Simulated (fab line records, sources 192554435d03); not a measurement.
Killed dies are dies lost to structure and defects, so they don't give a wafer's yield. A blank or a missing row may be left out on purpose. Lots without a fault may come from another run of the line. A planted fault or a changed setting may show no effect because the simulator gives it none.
Chamber matching | flow n5_finfet | N5_BEOL_M9_CMP_52 on cmp-01: 4 sister chambers
The step polishes, stops on SiCOH lowk, t overpolish 7 s, target thk 140 nm. 8 wafers are shown with their chamber, then 9 later ones without.

WAFERS WITH THEIR CHAMBER
wafer  | chamber | motor_current_A (A) | time_to_endpoint_s (s)
L080.3 | 0       | 4.7                 | 61
L080.4 | 2       | 5.9                 | 61
L083.4 | 1       | 7.0                 | 70
L083.5 | 3       | 5.1                 | 62
L083.6 | 0       | 4.6                 | 61
L082.1 | 2       | 6.2                 | 59
L082.4 | 3       | 4.8                 | 59
L082.6 | 1       | 7.1                 | 64

WAFERS WITHOUT THEIR CHAMBER
wafer  | motor_current_A (A) | time_to_endpoint_s (s)
L086.2 | 5.2                 | 63
L086.3 | 4.4                 | 62
L086.6 | 5.3                 | 65
L089.2 | 5.3                 | 65
L089.4 | 4.8                 | 64
L089.5 | 4.6                 | 62
L092.2 | 4.5                 | 65
L092.4 | 5.2                 | 67
L092.6 | 6.8                 | 71

WHICH CHAMBER EACH WENT THROUGH
wafer  | from the rows above     | in truth
L086.2 | can't be placed: 3 or 0 | 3
L086.3 | can't be placed: 0 or 3 | 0
L086.6 | can't be placed: 3 or 0 | 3
L089.2 | can't be placed: 3 or 0 | 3
L089.4 | can't be placed: 0 or 3 | 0
L089.5 | can't be placed: 0 or 3 | 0
L092.2 | can't be placed: 0 or 3 | 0
L092.4 | can't be placed: 3 or 0 | 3
L092.6 | 1                       | 1
Placed correctly: 1 of 9. Can't be placed from these rows: 8 (the true chamber is among the candidates in 8). Placed wrongly: 0.
How it was worked out, from the rows above alone: a wafer's distance from a chamber is the root of the sum, over the readings, of the square of ((its reading less the chamber's mean) divided by the reading's scatter). The wafer belongs to the nearest chamber; if the next one is less than 2 further off, it can't be placed. A chamber's mean is the mean of its shown wafers. The scatter: the root of (the sum of the squares of (reading less its chamber's mean) over the shown wafers, divided by (wafers less chambers)).
